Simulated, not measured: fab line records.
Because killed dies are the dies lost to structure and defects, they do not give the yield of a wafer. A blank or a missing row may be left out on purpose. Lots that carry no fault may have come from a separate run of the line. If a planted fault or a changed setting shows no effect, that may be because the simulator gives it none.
fab line records | flow n5Finfet
record: lots: 7 | wafers: 39
route steps=1938 shown FIN_SAQP@96 SD_EPI_N@288 SD_ACTIVATION@330 BEOL_M0_SAQP@652 BEOL_M3@993
startH: the number of hours between the record's first day and the start of the first shown wafer of the lot | waitH: time in hours since the lot's previous step | " the same as in the row above | L1.1+2: one row covering several wafers at once | - either no value or no given start | * or withheld: withheld | < > ~ a bound
route shown NAME@n: a module of which the file shows steps, and the number in the route of the first | usual: the fault-free wafers' mean and standard deviation | same: alike in all rows | chamber/n: place in a boat | sites: the reading at each site | _std_site: how widely they spread, as a standard deviation | _edge_site: inner sites' mean taken away from outer sites' mean | radiusMm: for every site, how far away it sits from the centre of the wafer | mask NAME#n: copy n | behind: the last tool/chamber to shape the wafer | hold: why the lot was held/for how many hours/how that ended | device: the n, p or np transistor that did not switch | end of line: the same wafers' tests at the end of the route | a step given without rows: its recipe and nothing more | killed: dies lost to structure and defects at the first sort, not the wafer's yield | map: shows each die of a wafer: x if killed, . if not, _ if none is there
set.NAME: the setting as run; set.NAME@STEP: as run at that earlier step | model.NAME: the simulator's own value behind a step, which no gauge read
lots with deliberately changed settings; one table per step, one row per wafer
== steps ==
step: N5_FIN_SAQP_HM_DEP_03
recipe: material: SiNx | targetThkA: 380 | tempC: 400 | precursor: SiH4/NH3/N2 | pressureTorr: 1.5 | rfW: 300 | timeS: 33.6
lot.wafer | tool     | chamber | startH | waitH | set.timeS | model.SiNx_of_FIN_SAQP_HM_DEP_03.thkNm
L075.1    | pecvd-03 | 1       | 26.99  | 0.2   | 33.6      | 37.83
L075.2    | "        | 0       | "      | "     | 33.6      | 37.07
L075.3    | "        | 1       | "      | "     | 24.9      | 29.17
L075.4    | "        | 0       | "      | "     | 33.6      | 38.16
L075.5    | "        | 1       | "      | "     | 24.9      | 28.74
L075.6    | "        | 0       | "      | "     | 24.9      | 28.21
L078.1    | pecvd-02 | 0       | 45.13  | 0.2   | 20.89     | 23
L078.2    | "        | 2       | "      | "     | 33.6      | 37.6
L078.3    | "        | 1       | "      | "     | 33.6      | 37.63
L078.4    | "        | 2       | "      | "     | 20.89     | 23.95
L078.5    | "        | 0       | "      | "     | 20.89     | 23.42
L078.6    | "        | 1       | "      | "     | 33.6      | 38.55
L082.1    | pecvd-01 | 1       | 69.38  | 0.2   | 13.62     | 15.68
L082.2    | "        | 0       | "      | "     | 33.6      | 38.22
L082.3    | "        | 2       | "      | "     | 33.6      | 37.73
L082.4    | "        | 2       | "      | "     | 13.62     | 15.7
L082.5    | "        | 1       | "      | "     | 13.62     | 15.58
L082.6    | "        | 0       | "      | "     | 33.6      | 38.8
L084.1    | pecvd-03 | 0       | 80.72  | 0.2   | 33.6      | 36.86
L084.2    | "        | 2       | "      | "     | 20.5      | 22.87
L084.3    | "        | 1       | "      | "     | 20.5      | 23.7
L084.4    | "        | 2       | "      | "     | 20.5      | 23.15
L084.5    | "        | 1       | "      | "     | 33.6      | 38.85
L084.6    | "        | 0       | "      | "     | 33.6      | 37.71
L088.1    | pecvd-03 | 1       | 105.95 | 0.2   | 33.6      | 39.12
L088.2    | "        | 0       | "      | "     | 33.6      | 37.93
L088.3    | "        | 2       | "      | "     | 33.6      | 37.63
L088.4    | "        | 1       | "      | "     | 33.6      | 39.62
L088.5    | "        | 2       | "      | "     | 33.6      | 38.44
L088.6    | "        | 0       | "      | "     | 33.6      | 37.89
L091.1    | pecvd-02 | 0       | 124.30 | 0.2   | 33.6      | 37.33
L091.2    | "        | 2       | "      | "     | 33.6      | 38.1
L091.3    | "        | 1       | "      | "     | 44.87     | 49.58
L091.4    | "        | 2       | "      | "     | 44.87     | 51.35
L091.5    | "        | 1       | "      | "     | 44.87     | 50.35
L091.6    | "        | 0       | "      | "     | 33.6      | 37.49
L096.1    | pecvd-03 | 2       | 153.17 | 0.2   | 33.6      | 37.52
L096.2    | "        | 0       | "      | "     | 33.6      | 37.18
L096.6    | "        | 1       | "      | "     | 33.6      | 39.32
step: N5_FIN_SAQP_THK_MEAS_05
usual: thkNm: 38.2/0.58
lot.wafer | tool         | chamber | startH | waitH | set.timeS@FIN_SAQP_HM_DEP_03 | thkNm
L075.1    | filmMetro-02 | -       | 27.10  | 0.1   | 33.6                         | 37.8
L075.2    | "            | -       | "      | "     | 33.6                         | 37.1
L075.3    | "            | -       | "      | "     | 24.9                         | 29.1
L075.4    | "            | -       | "      | "     | 33.6                         | 38.2
L075.5    | "            | -       | "      | "     | 24.9                         | 28.8
L075.6    | "            | -       | "      | "     | 24.9                         | 28.2
L078.1    | filmMetro-02 | -       | 45.21  | 0.1   | 20.89                        | 22.9
L078.2    | "            | -       | "      | "     | 33.6                         | 37.6
L078.3    | "            | -       | "      | "     | 33.6                         | 37.7
L078.4    | "            | -       | "      | "     | 20.89                        | 23.9
L078.5    | "            | -       | "      | "     | 20.89                        | 23.4
L078.6    | "            | -       | "      | "     | 33.6                         | 38.5
L082.1    | filmMetro-02 | -       | 69.47  | 0.1   | 13.62                        | 15.7
L082.2    | "            | -       | "      | "     | 33.6                         | 38.2
L082.3    | "            | -       | "      | "     | 33.6                         | 37.7
L082.4    | "            | -       | "      | "     | 13.62                        | 15.7
L082.5    | "            | -       | "      | "     | 13.62                        | 15.6
L082.6    | "            | -       | "      | "     | 33.6                         | 38.8
L084.1    | filmMetro-02 | -       | 80.81  | 0.1   | 33.6                         | 36.9
L084.2    | "            | -       | "      | "     | 20.5                         | 22.9
L084.3    | "            | -       | "      | "     | 20.5                         | 23.7
L084.4    | "            | -       | "      | "     | 20.5                         | 23.2
L084.5    | "            | -       | "      | "     | 33.6                         | 38.8
L084.6    | "            | -       | "      | "     | 33.6                         | 37.7
L088.1    | filmMetro-01 | -       | 106.04 | 0.1   | 33.6                         | 39.0
L088.2    | "            | -       | "      | "     | 33.6                         | 37.9
L088.3    | "            | -       | "      | "     | 33.6                         | 37.6
L088.4    | "            | -       | "      | "     | 33.6                         | 39.6
L088.5    | "            | -       | "      | "     | 33.6                         | 38.4
L088.6    | "            | -       | "      | "     | 33.6                         | 37.9
L091.1    | filmMetro-02 | -       | 124.38 | 0.1   | 33.6                         | 37.3
L091.2    | "            | -       | "      | "     | 33.6                         | 38.1
L091.3    | "            | -       | "      | "     | 44.87                        | 49.6
L091.4    | "            | -       | "      | "     | 44.87                        | 51.3
L091.5    | "            | -       | "      | "     | 44.87                        | 50.3
L091.6    | "            | -       | "      | "     | 33.6                         | 37.5
L096.1    | filmMetro-02 | -       | 153.25 | 0.1   | 33.6                         | 37.5
L096.2    | "            | -       | "      | "     | 33.6                         | 37.2
L096.6    | "            | -       | "      | "     | 33.6                         | 39.3
step: N5_FIN_SAQP_PECVD_47
recipe: material: a-Si | targetThkA: 450 | tempC: 400 | precursor: SiH4/He | pressureTorr: 3 | rfW: 100 | timeS: 36.3
step: N5_FIN_SAQP_PECVD_48
recipe: material: SiNx | targetThkA: 250 | tempC: 400 | precursor: SiH4/NH3/N2 | pressureTorr: 1.5 | rfW: 300 | timeS: 22.1
step: N5_FIN_SAQP_MANDREL2_REMOVE_60
recipe: chemistry: HBr/Cl2/O2 | btTimeS: 10 | target: a-Si | stopOn: SiNx | endpoint: OES-SiCl | overEtchFrac: 1 | icpW: 600 | biasW: 22 | HBr_flow_sccm: 150 | Cl2_flow_sccm: 80 | O2_flow_sccm: 5 | pressureMtorr: 10
step: N5_FIN_SAQP_HM_OPEN_33
recipe: chemistry: CH3F/O2 | target: SiNx | maskMaterial: SiO2 | targetDepthA: 494 | timeS: 70.6 | pressureMtorr: 30 | sourceW: 395 | biasW: 73 | Ar_flow_sccm: 150 | CH3F_flow_sccm: 30 | O2_flow_sccm: 20 | ionEnergyEv: 120 | ends: cleared
usual: etchRfOnTimeS: 69.4/2.5
lot.wafer | tool       | chamber | startH | waitH | set.timeS@FIN_SAQP_HM_DEP_03 | etchRfOnTimeS | model.etch.depthNm
L075.1    | rieDiel-04 | 3       | 31.95  | 0.2   | 33.6                         | 68.6          | 37.2
L075.2    | "          | 2       | "      | "     | 33.6                         | 67.4          | 36.33
L075.3    | "          | 1       | "      | "     | 24.9                         | 55.7          | 28.54
L075.4    | "          | 1       | "      | "     | 33.6                         | 72.4          | 37.4
L075.5    | "          | 2       | "      | "     | 24.9                         | 52.2          | 27.98
L075.6    | "          | 3       | "      | "     | 24.9                         | 50.5          | 27.59
L078.1    | rieDiel-05 | 0       | 50.07  | 0.0   | 20.89                        | 41.7          | 21.99
L078.2    | "          | 1       | "      | "     | 33.6                         | 67.4          | 36.94
L078.3    | "          | 3       | "      | "     | 33.6                         | 65.2          | 37
L078.4    | "          | 2       | "      | "     | 20.89                        | 44.7          | 23.32
L078.5    | "          | 0       | "      | "     | 20.89                        | 42.9          | 22.79
L078.6    | "          | 1       | "      | "     | 33.6                         | 69.6          | 37.92
L082.1    | rieDiel-03 | 0       | 74.20  | 0.0   | 13.62                        | 27.5          | 15.05
L082.2    | "          | 1       | "      | "     | 33.6                         | 67.9          | 37.19
L082.3    | "          | 3       | "      | "     | 33.6                         | 69.5          | 37.1
L082.4    | "          | 2       | "      | "     | 13.62                        | 27.9          | 15.04
L082.5    | "          | 3       | "      | "     | 13.62                        | 27.9          | 14.95
L082.6    | "          | 2       | "      | "     | 33.6                         | 70.8          | 38.14
L084.1    | rieDiel-03 | 0       | 85.45  | 0.0   | 33.6                         | 65.4          | 36.23
L084.2    | "          | 2       | "      | "     | 20.5                         | 40.5          | 21.85
L084.3    | "          | 1       | "      | "     | 20.5                         | 42.3          | 23.07
L084.4    | "          | 3       | "      | "     | 20.5                         | 41.7          | 22.49
L084.5    | "          | 0       | "      | "     | 33.6                         | 68.4          | 38.22
L084.6    | "          | 3       | "      | "     | 33.6                         | 68.2          | 36.69
L088.1    | rieDiel-05 | 2       | 113.37 | 0.5   | 33.6                         | 69.5          | 38.47
L088.2    | "          | 3       | "      | "     | 33.6                         | 66.2          | 37.3
L088.3    | "          | 0       | "      | "     | 33.6                         | 69.2          | 37
L088.4    | "          | 1       | "      | "     | 33.6                         | 71.3          | 39
L088.5    | "          | 3       | "      | "     | 33.6                         | 66.5          | 37.79
L088.6    | "          | 0       | "      | "     | 33.6                         | 70.3          | 37.27
L091.1    | rieDiel-05 | 0       | 128.73 | 0.0   | 33.6                         | 68.6          | 36.7
L091.2    | "          | 1       | "      | "     | 33.6                         | 68.1          | 37.08
L091.3    | "          | 3       | "      | "     | 44.87                        | 86.4          | 48.95
L091.4    | "          | 1       | "      | "     | 44.87                        | 93.1          | 50.69
L091.5    | "          | 0       | "      | "     | 44.87                        | 92.4          | 49.33
L091.6    | "          | 3       | "      | "     | 33.6                         | 65.8          | 36.83
L096.1    | rieDiel-04 | 2       | 158.66 | 0.0   | 33.6                         | 70.2          | 36.88
L096.2    | "          | 0       | "      | "     | 33.6                         | 67.7          | 36.55
L096.6    | "          | 2       | "      | "     | 33.6                         | 74.1          | 38.69
step: N5_FIN_SAQP_ETCH_34
recipe: chemistry: C4F6/O2 | target: SiO2 | targetDepthA: 450 | timeS: 15 | ionEnergyEv: 250 | pressureMtorr: 30 | sourceW: 345 | biasW: 185 | Ar_flow_sccm: 300 | C4F6_flow_sccm: 10 | O2_flow_sccm: 10 | ends: cleared
step: N5_FIN_SAQP_STRIP_77
recipe: chemistry: N2/H2 | timeS: 90 | powerW: 100 | tempC: 40 | pressureMtorr: 100 | rfFrequencyHz: 6e+07 | biasPowerW: 3 | n2FlowSccm: 300 | h2FlowSccm: 300
step: N5_FIN_SAQP_ETCH_64
recipe: chemistry: CF4 | target: SiO2 | targetDepthA: 15 | ionEnergyEv: 350 | pressureMtorr: 10 | icpW: 800 | biasW: 400 | cf4FlowSccm: 80
step: N5_FIN_SAQP_FIN_ETCH_36
recipe: chemistry: HBr/Cl2/O2 | targetDepthA: 1200 | maskMaterial: SiNx | timeS: 50.4 | biasW: 102 | pressureMtorr: 10 | icpW: 800 | HBr_flow_sccm: 150 | Cl2_flow_sccm: 80 | O2_flow_sccm: 12
lot.wafer  | tool     | chamber | startH | waitH | set.timeS@FIN_SAQP_HM_DEP_03 | model.SiNx_of_FIN_SAQP_HM_DEP_03.thkNm
L075.1     | rieSi-05 | 1       | 32.24  | 0.0   | 33.6                         | 21
L075.2     | "        | 2       | "      | "     | 33.6                         | 20.6
L075.3     | "        | 3       | "      | "     | 24.9                         | 12.4
L075.4     | "        | 0       | "      | "     | 33.6                         | 22
L075.5+6   | "        | 3,2     | "      | "     | 24.9                         | 11.8
L078.1     | rieSi-06 | 2       | 50.36  | 0.0   | 20.89                        | 5.4
L078.2     | "        | 1       | "      | "     | 33.6                         | 21.2
L078.3     | "        | 3       | "      | "     | 33.6                         | 20.8
L078.4     | "        | 0       | "      | "     | 20.89                        | 7.2
L078.5     | "        | 3       | "      | "     | 20.89                        | 6.6
L078.6     | "        | 0       | "      | "     | 33.6                         | 21.6
L082.1+4+5 | rieSi-05 | 1,3,2   | 74.49  | 0.0   | 13.62                        | 0
L082.2     | "        | 2       | "      | "     | 33.6                         | 21.4
L082.3+6   | "        | 0,1     | "      | "     | 33.6                         | 21.8
L084.1     | rieSi-05 | 3       | 85.74  | 0.0   | 33.6                         | 19.8
L084.2     | "        | 0       | "      | "     | 20.5                         | 6.4
L084.3+4   | "        | 1,2     | "      | "     | 20.5                         | 6.8
L084.5     | "        | 0       | "      | "     | 33.6                         | 22.6
L084.6     | "        | 1       | "      | "     | 33.6                         | 20.4
L088.1     | rieSi-06 | 1       | 113.65 | 0.0   | 33.6                         | 22.8
L088.2     | "        | 2       | "      | "     | 33.6                         | 20.6
L088.3     | "        | 3       | "      | "     | 33.6                         | 21
L088.4     | "        | 0       | "      | "     | 33.6                         | 22.6
L088.5     | "        | 1       | "      | "     | 33.6                         | 22
L088.6     | "        | 0       | "      | "     | 33.6                         | 21.2
L091.1     | rieSi-05 | 0       | 129.01 | 0.0   | 33.6                         | 20.8
L091.2     | "        | 2       | "      | "     | 33.6                         | 21.2
L091.3     | "        | 3       | "      | "     | 44.87                        | 32.2
L091.4     | "        | 1       | "      | "     | 44.87                        | 34.2
L091.5     | "        | 2       | "      | "     | 44.87                        | 33.4
L091.6     | "        | 1       | "      | "     | 33.6                         | 20.2
L096.1     | rieSi-02 | 1       | 158.94 | 0.0   | 33.6                         | 21
L096.2     | "        | 3       | "      | "     | 33.6                         | 20.6
L096.6     | "        | 2       | "      | "     | 33.6                         | 22.6
step: N5_SD_EPI_N_EPI_21
recipe: material: Si:P | dopant: P | tempC: 680 | pressureTorr: 255 | timeS: 690
lot.wafer  | tool        | chamber | startH | waitH | set.timeS | model.Si-P_of_SD_EPI_N_EPI_21.thkNm
L075.1     | epiRpcvd-04 | 0       | 55.80  | 0.1   | 556.8     | 50.8
L075.2     | "           | 0       | "      | "     | 690       | 59
L075.3     | "           | 0       | "      | "     | 690       | 59.8
L075.4     | "           | 0       | "      | "     | 690       | 59.6
L075.5     | "           | 0       | "      | "     | 556.8     | 51.6
L075.6     | "           | 0       | "      | "     | 556.8     | 51.2
L078.1     | epiRpcvd-03 | 0       | 80.70  | 0.1   | 369.7     | 34
L078.2     | "           | 0       | "      | "     | 369.7     | 34.2
L078.3     | "           | 0       | "      | "     | 690       | 59.2
L078.4     | "           | 0       | "      | "     | 369.7     | 34.4
L078.5+6   | "           | 0       | "      | "     | 690       | 58.6
L082.1     | epiRpcvd-02 | 0       | 99.22  | 0.1   | 953       | 72.8
L082.2+4   | "           | 0       | "      | "     | 690       | 58.2
L082.3     | "           | 0       | "      | "     | 953       | 73.2
L082.5     | "           | 0       | "      | "     | 953       | 72.6
L082.6     | "           | 0       | "      | "     | 690       | 58.4
L084.1     | epiRpcvd-03 | 0       | 113.67 | 0.2   | 690       | 58.6
L084.2     | "           | 0       | "      | "     | 932.7     | 73
L084.3     | "           | 0       | "      | "     | 932.7     | 72.4
L084.4     | "           | 0       | "      | "     | 690       | 58.8
L084.5     | "           | 0       | "      | "     | 932.7     | 72.2
L084.6     | "           | 0       | "      | "     | 690       | 58.4
L088.1+2   | epiRpcvd-04 | 0       | 138.43 | 0.1   | 690       | 58.8
L088.3     | "           | 0       | "      | "     | 690       | 58.2
L088.4+5+6 | "           | 0       | "      | "     | 690       | 59.2
L091.1+5   | epiRpcvd-04 | 0       | 157.74 | 0.1   | 690       | 59.2
L091.2     | "           | 0       | "      | "     | 1023      | 78
L091.3     | "           | 0       | "      | "     | 690       | 58.4
L091.4+6   | "           | 0       | "      | "     | 1023      | 77.8
L096.1     | epiRpcvd-03 | 0       | 182.20 | 0.1   | 690       | 59
L096.2     | "           | 0       | "      | "     | 690       | 59.6
L096.6     | "           | 0       | 183.60 | 1.4   | 690       | 59.4
step: N5_SD_EPI_N_EPI_MEAS_23
recipe: mode: xrd
usual: thkNm: 59.0/1.3
lot.wafer | tool         | chamber | startH | waitH | set.timeS@SD_EPI_N_EPI_21 | thkNm
L075.1    | filmMetro-01 | -       | 57.51  | 1.5   | 556.8                     | 51.2
L075.2    | "            | -       | "      | "     | 690                       | 58.3
L075.3    | "            | -       | "      | "     | 690                       | 58.8
L075.4    | "            | -       | "      | "     | 690                       | 58.8
L075.5    | "            | -       | "      | "     | 556.8                     | 52.5
L075.6    | "            | -       | "      | "     | 556.8                     | 51.7
L078.1    | filmMetro-02 | -       | 82.41  | 1.5   | 369.7                     | 35.4
L078.2    | "            | -       | "      | "     | 369.7                     | 34.6
L078.3    | "            | -       | "      | "     | 690                       | 60.4
L078.4    | "            | -       | "      | "     | 369.7                     | 34.8
L078.5    | "            | -       | "      | "     | 690                       | 60.0
L078.6    | "            | -       | "      | "     | 690                       | 57.8
L082.1    | filmMetro-01 | -       | 100.94 | 1.4   | 953                       | 74.5
L082.2    | "            | -       | "      | "     | 690                       | 56.9
L082.3    | "            | -       | "      | "     | 953                       | 72.5
L082.4    | "            | -       | "      | "     | 690                       | 58.1
L082.5    | "            | -       | "      | "     | 953                       | 70.8
L082.6    | "            | -       | "      | "     | 690                       | 57.8
L084.1    | filmMetro-01 | -       | 115.95 | 1.9   | 690                       | 59.2
L084.2    | "            | -       | "      | "     | 932.7                     | 71.6
L084.3    | "            | -       | "      | "     | 932.7                     | 71.8
L084.4    | "            | -       | "      | "     | 690                       | 59.7
L084.5    | "            | -       | "      | "     | 932.7                     | 71.8
L084.6    | "            | -       | "      | "     | 690                       | 57.6
L088.1    | filmMetro-02 | -       | 140.15 | 1.4   | 690                       | 59.1
L088.2    | "            | -       | "      | "     | 690                       | 57.7
L088.3    | "            | -       | "      | "     | 690                       | 56.3
L088.4    | "            | -       | "      | "     | 690                       | 60.6
L088.5    | "            | -       | "      | "     | 690                       | 58.2
L088.6    | "            | -       | "      | "     | 690                       | 58.3
L091.1    | filmMetro-02 | -       | 159.45 | 1.4   | 690                       | 59.0
L091.2    | "            | -       | "      | "     | 1023                      | 79.6
L091.3    | "            | -       | "      | "     | 690                       | 58.2
L091.4    | "            | -       | "      | "     | 1023                      | 79.3
L091.5    | "            | -       | "      | "     | 690                       | 59.7
L091.6    | "            | -       | "      | "     | 1023                      | 78.9
L096.1    | filmMetro-01 | -       | 183.91 | 1.4   | 690                       | 60.3
L096.2    | "            | -       | "      | "     | 690                       | 60.1
L096.6    | "            | -       | "      | "     | 690                       | 59.8
step: N5_SD_EPI_N_PRECLEAN_24
recipe: chemistry: O3/DIW | timeS: 60 | tempC: 22 | o3Ppm: 10
step: N5_SD_EPI_N_SRD_25
recipe: timeS: 30 | tempC: 23 | rinseLiquid: diw | dry: ipaMarangoni
step: N5_SD_ACTIVATION_RTA_00
recipe: tempC: 975 | timeS: 0 | ambient: N2 | idleTempC: 600 | rampUpCPerS: 150 | rampDownCPerS: 60 | coolToC: 600
step: N5_SD_ACTIVATION_LSA_01
recipe: tempC: 1080 | timeS: 0.0008 | ambient: N2
step: N5_SD_ACTIVATION_RS_MEAS_03
recipe: thkMeasGauge: four-point-probe
usual: RS_SD_N: 21.9/0.33 | RS_SD_P: 56.2/0.9
lot.wafer | tool         | chamber | startH | waitH | set.timeS@SD_EPI_N_EPI_21 | RS_SD_N[ohm/sq] | RS_SD_P[ohm/sq]
L075.1    | filmMetro-02 | -       | 63.13  | 0.2   | 556.8                     | 25.3            | 55.9
L075.2    | "            | -       | "      | "     | 690                       | 21.7            | 57.0
L075.3    | "            | -       | "      | "     | 690                       | 21.4            | 56.2
L075.4    | "            | -       | "      | "     | 690                       | 21.7            | 55.6
L075.5    | "            | -       | "      | "     | 556.8                     | 25.0            | 57.0
L075.6    | "            | -       | "      | "     | 556.8                     | 24.9            | 56.8
L078.1    | filmMetro-01 | -       | 87.57  | 0.2   | 369.7                     | 37.9            | 58.0
L078.2    | "            | -       | "      | "     | 369.7                     | 37.9            | 57.7
L078.3    | "            | -       | "      | "     | 690                       | 21.9            | 56.6
L078.4    | "            | -       | "      | "     | 369.7                     | 37.7            | 58.1
L078.5    | "            | -       | "      | "     | 690                       | 21.8            | 58.4
L078.6    | "            | -       | "      | "     | 690                       | 22.2            | 57.6
L082.1    | filmMetro-01 | -       | 106.32 | 0.2   | 953                       | 17.8            | 55.9
L082.2    | "            | -       | "      | "     | 690                       | 22.2            | 56.0
L082.3    | "            | -       | "      | "     | 953                       | 17.6            | 56.6
L082.4    | "            | -       | "      | "     | 690                       | 22.4            | 56.9
L082.5    | "            | -       | "      | "     | 953                       | 17.7            | 55.2
L082.6    | "            | -       | "      | "     | 690                       | 22.2            | 55.7
L084.1    | filmMetro-02 | -       | 121.87 | 0.2   | 690                       | 22.0            | 57.9
L084.2    | "            | -       | "      | "     | 932.7                     | 17.7            | 57.3
L084.3    | "            | -       | "      | "     | 932.7                     | 18.0            | 57.2
L084.4    | "            | -       | "      | "     | 690                       | 21.9            | 57.2
L084.5    | "            | -       | "      | "     | 932.7                     | 18.2            | 56.8
L084.6    | "            | -       | "      | "     | 690                       | 21.9            | 56.7
L088.1    | filmMetro-01 | -       | 145.24 | 0.2   | 690                       | 21.9            | 55.7
L088.2    | "            | -       | "      | "     | 690                       | 22.0            | 55.4
L088.3    | "            | -       | "      | "     | 690                       | 22.3            | 55.9
L088.4    | "            | -       | "      | "     | 690                       | 21.9            | 55.9
L088.5    | "            | -       | "      | "     | 690                       | 21.8            | 55.7
L088.6    | "            | -       | "      | "     | 690                       | 22.1            | 55.3
L091.1    | filmMetro-01 | -       | 164.85 | 0.2   | 690                       | 21.9            | 56.4
L091.2    | "            | -       | "      | "     | 1023                      | 16.5            | 56.2
L091.3    | "            | -       | "      | "     | 690                       | 22.3            | 56.9
L091.4    | "            | -       | "      | "     | 1023                      | 16.5            | 56.2
L091.5    | "            | -       | "      | "     | 690                       | 21.9            | 56.5
L091.6    | "            | -       | "      | "     | 1023                      | 16.7            | 55.7
L096.1    | filmMetro-01 | -       | 191.37 | 0.2   | 690                       | 22.0            | 56.6
L096.2    | "            | -       | "      | "     | 690                       | 21.7            | 57.2
L096.6    | "            | -       | "      | "     | 690                       | 21.9            | 56.1
step: N5_BEOL_M0_SAQP_DESCUM_19
recipe: chemistry: O2 | timeS: 7.9 | sourcePowerW: 50 | biasPowerW: 20 | pressureMtorr: 20 | rfFrequencyHz: 2.712e+07 | tempC: 40 | resist: CAR-ArF | o2FlowSccm: 225
lot.wafer      | tool       | chamber   | startH | waitH | set.timeS | model.CAR-ArF_of_BEOL_M0_SAQP_COAT_08.thkNm
L075.1+5       | rieDiel-02 | 3         | 114.77 | 0.0   | 7.9       | 83.6
L075.2+3+6     | "          | 1,0,0     | "      | "     | 5.505     | 85
L075.4         | "          | 2         | "      | "     | 7.9       | 83.2
L078.1+2+3+4+6 | rieDiel-06 | 1,2,3,3,2 | 135.72 | 0.0   | 7.9       | 82.8
L078.5         | "          | 1         | "      | "     | 7.9       | 82.6
L082.1         | rieDiel-06 | 0         | 195.54 | 0.2   | 12.13     | 80.8
L082.2         | "          | 1         | "      | "     | 12.13     | 80.4
L082.3+6       | "          | 3,1       | "      | "     | 7.9       | 83
L082.4         | "          | 2         | "      | "     | 7.9       | 82.8
L082.5         | "          | 0         | "      | "     | 12.13     | 80.6
L084.1         | rieDiel-01 | 2         | 196.19 | 0.6   | 7.9       | 84
L084.2+6       | "          | 0,1       | "      | "     | 7.9       | 83.8
L084.3+5       | "          | 1,2       | "      | "     | 3.494     | 86.8
L084.4         | "          | 3         | "      | "     | 3.494     | 86.6
L088.1+3       | rieDiel-02 | 2,3       | 196.59 | 0.6   | 7.9       | 83.2
L088.2+5+6     | "          | 0,0,3     | "      | "     | 7.9       | 83.6
L088.4         | "          | 2         | "      | "     | 7.9       | 83.4
L091.1+2       | rieDiel-06 | 1,0       | 214.55 | 0.0   | 4.122     | 85.6
L091.3         | "          | 2         | "      | "     | 4.122     | 85.2
L091.4+5       | "          | 3,1       | "      | "     | 7.9       | 83
L091.6         | "          | 0         | "      | "     | 7.9       | 83.2
L096.1         | rieDiel-06 | 0         | 240.98 | 0.0   | 7.9       | 83.2
L096.2+6       | "          | 1,2       | "      | "     | 7.9       | 83.4
step: N5_BEOL_M3_CVD_47
recipe: material: Co | targetThkA: 30 | tempC: withheld | precursor: CCTBA/H2 | pressureTorr: 30 | timeS: 223.8
lot.wafer    | tool     | chamber | startH | waitH | set.targetThkA | model.Co_of_BEOL_M3_CVD_47.thkNm
L075.1+3     | cvdCo-02 | 1,2     | 151.04 | 0.0   | 39.28          | 4
L075.2       | "        | 0       | "      | "     | 39.28          | 3.8
L075.4+5     | "        | 2,0     | "      | "     | 30             | 3
L075.6       | "        | 1       | "      | "     | 30             | 3.2
L078.1       | cvdCo-01 | 2       | 175.97 | 0.1   | 22.5           | 2
L078.2+6     | "        | 0,1     | "      | "     | 22.5           | 2.2
L078.3+4     | "        | 1,0     | "      | "     | 30             | 3
L078.5       | "        | 2       | "      | "     | 30             | 2.8
L082.1+3     | cvdCo-02 | 0,1     | 228.94 | 0.0   | 30             | 3
L082.2       | "        | 2       | "      | "     | 45.16          | 4.4
L082.4       | "        | 1       | "      | "     | 30             | 2.8
L082.5+6     | "        | 2,0     | "      | "     | 45.16          | 4.6
L084.1+3+6   | cvdCo-01 | 1,0,2   | 232.03 | 0.1   | 12.53          | 1.2
L084.2+4+5   | "        | 2,1,0   | "      | "     | 30             | 3
L088.1+2+4+5 | cvdCo-02 | 1,2,1,2 | 240.69 | 0.1   | 30             | 3
L088.3+6     | "        | 0       | "      | "     | 30             | 2.8
L091.1       | cvdCo-01 | 0       | 255.71 | 0.0   | 30             | 3
L091.2+3     | "        | 2,0     | "      | "     | 22.66          | 2.2
L091.4       | "        | 2       | "      | "     | 22.66          | 2.4
L091.5       | "        | 2       | "      | "     | 30             | 3.2
L091.6       | "        | 0       | "      | "     | 30             | 2.8
L096.1+6     | cvdCo-02 | 0       | 291.45 | 0.5   | 30             | 3
L096.2       | "        | 1       | "      | "     | 30             | 3.2
== key ==
split: step: N5_FIN_SAQP_HM_DEP_03 | setting: timeS | stated: 33.6 | by: wafer
response: step: N5_FIN_SAQP_HM_DEP_03 | reading: model.SiNx_of_FIN_SAQP_HM_DEP_03.thkNm | change: +0.377 | per: 1% | r: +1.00
response: step: N5_FIN_SAQP_THK_MEAS_05 | reading: thkNm | change: * | per: 1% | r: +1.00
response: step: N5_FIN_SAQP_HM_OPEN_33 | reading: etchRfOnTimeS | change: * | per: 1% | r: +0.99
response: step: N5_FIN_SAQP_HM_OPEN_33 | reading: model.etch.depthNm | change: +0.376 | per: 1% | r: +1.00
response: step: N5_FIN_SAQP_FIN_ETCH_36 | reading: model.SiNx_of_FIN_SAQP_HM_DEP_03.thkNm | change: +0.37 | per: 1% | r: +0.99
split: step: N5_SD_EPI_N_EPI_21 | setting: timeS | stated: 690 | by: wafer
response: step: N5_SD_EPI_N_EPI_21 | reading: model.Si-P_of_SD_EPI_N_EPI_21.thkNm | change: +0.432 | per: 1% | r: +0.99
response: step: N5_SD_EPI_N_EPI_MEAS_23 | reading: thkNm | change: * | per: 1% | r: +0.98
response: step: N5_SD_ACTIVATION_RS_MEAS_03 | reading: RS_SD_N | shape: bent | atLowest: 37.8 | atStated: 22.0 | atHighest: 16.6
split: step: N5_BEOL_M0_SAQP_DESCUM_19 | setting: timeS | stated: 7.9 | by: wafer
response: step: N5_BEOL_M0_SAQP_DESCUM_19 | reading: model.CAR-ArF_of_BEOL_M0_SAQP_COAT_08.thkNm | change: -0.0486 | per: 1% | r: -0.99
split: step: N5_BEOL_M3_CVD_47 | setting: targetThkA | stated: 30 | by: wafer
response: step: N5_BEOL_M3_CVD_47 | reading: model.Co_of_BEOL_M3_CVD_47.thkNm | change: +0.0308 | per: 1% | r: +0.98
